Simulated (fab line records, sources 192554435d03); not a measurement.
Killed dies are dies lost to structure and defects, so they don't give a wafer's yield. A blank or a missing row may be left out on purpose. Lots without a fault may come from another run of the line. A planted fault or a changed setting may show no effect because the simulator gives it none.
Which tool did it? | flow n5_finfet | 14 lots, 42 wafers sampled, at 2 steps of a route of 1938

WHAT THE GAUGES READ, wafer by wafer
N5_BEOL_M8_THK_MEAS_53: measures by xrf.
lot  | measured     | on            | M8_THK (nm)
L216 | day 9 16:38  | film_metro-01 | 80.4 76.7 78.0
L217 | day 10 01:49 | film_metro-01 | 79.0 78.0 81.0
L221 | day 11 11:49 | film_metro-01 | 77.6 80.5 75.7
L226 | day 12 09:42 | film_metro-02 | 80.6 78.4 80.9
L227 | day 13 07:42 | film_metro-02 | 76.2 79.4 81.0
L229 | day 13 07:57 | film_metro-02 | 78.8 80.4 80.2
L231 | day 14 01:00 | film_metro-02 | 79.0 79.5 77.0
L230 | day 14 02:37 | film_metro-01 | 80.6 80.1 78.6
L232 | day 14 05:44 | film_metro-01 | 76.7 75.2 76.9
L235 | day 14 07:59 | film_metro-01 | 76.0 79.4 75.8
L233 | day 14 09:23 | film_metro-01 | 80.3 76.6 77.9
L234 | day 16 02:09 | film_metro-02 | 80.4 76.5 79.3
L239 | day 16 07:25 | film_metro-02 | 80.7 77.8 77.4
L237 | day 16 09:58 | film_metro-01 | 80.1 80.0 76.8

WHICH TOOL RAN EACH LOT (tool, then ch and the chambers of the sampled wafers, then the start)
lot  | N5_BEOL_M8_ANNEAL_51
L216 | rtp_anneal-01 ch 0, day 9 16:08
L217 | rtp_anneal-02 ch 0, day 10 01:07
L221 | rtp_anneal-02 ch 0, day 11 11:16
L226 | rtp_anneal-02 ch 0, day 12 09:07
L227 | rtp_anneal-02 ch 0, day 13 07:07
L229 | rtp_anneal-01 ch 0, day 13 07:22
L231 | rtp_anneal-02 ch 0, day 14 00:30
L230 | rtp_anneal-01 ch 0, day 14 02:01
L232 | rtp_anneal-02 ch 0, day 14 05:11
L235 | rtp_anneal-01 ch 0, day 14 07:26
L233 | rtp_anneal-01 ch 0, day 14 08:50
L234 | rtp_anneal-02 ch 0, day 16 01:32
L239 | rtp_anneal-02 ch 0, day 16 06:52
L237 | rtp_anneal-01 ch 0, day 16 09:19
- N5_BEOL_M8_ANNEAL_51: time 90 s.

WHAT THE TOOLS THEMSELVES READ (means of the sampled wafers that have a number; where no wafer has one, the mark that the record gives instead)
N5_BEOL_M8_ANNEAL_51.
lot  | tool          | wafer_temp_C_max
L216 | rtp_anneal-01 | 225.87
L217 | rtp_anneal-02 | 225.86
L221 | rtp_anneal-02 | 225.83
L226 | rtp_anneal-02 | 226.08
L227 | rtp_anneal-02 | 225.85
L229 | rtp_anneal-01 | 225.72
L231 | rtp_anneal-02 | 225.77
L230 | rtp_anneal-01 | 225.90
L232 | rtp_anneal-02 | 225.65
L235 | rtp_anneal-01 | 226.12
L233 | rtp_anneal-01 | 226.06
L234 | rtp_anneal-02 | 225.91
L239 | rtp_anneal-02 | 225.77
L237 | rtp_anneal-01 | 226.04

THE ANSWER, worked out from the rows above alone
Rule: what is usual is taken from the lots themselves. Put in order of their means at a reading, lots are off if they are a third of the lots or fewer, leave a main group of 4 or more, and stand apart from it by a gap of 3 or more times the standard deviation of the main group's means; of several such gaps the widest counts. A main group whose means are all the same, to the digits that the tables above print for the reading, isn't used. A lot without any number at a reading at which 4 lots or more have one is off too. The other lots that the step has rows for count as sound. The gauges are gone through in route order, then the tools' own readings, and for those a lot's mean is taken as printed above. The first step at which some lot is off is used, and at that step the reading that is off furthest; a lot without a number counts as furthest.
No lot is off at any reading shown: from this, nothing can be told.

WHAT THE SIMULATOR HAD PUT IN
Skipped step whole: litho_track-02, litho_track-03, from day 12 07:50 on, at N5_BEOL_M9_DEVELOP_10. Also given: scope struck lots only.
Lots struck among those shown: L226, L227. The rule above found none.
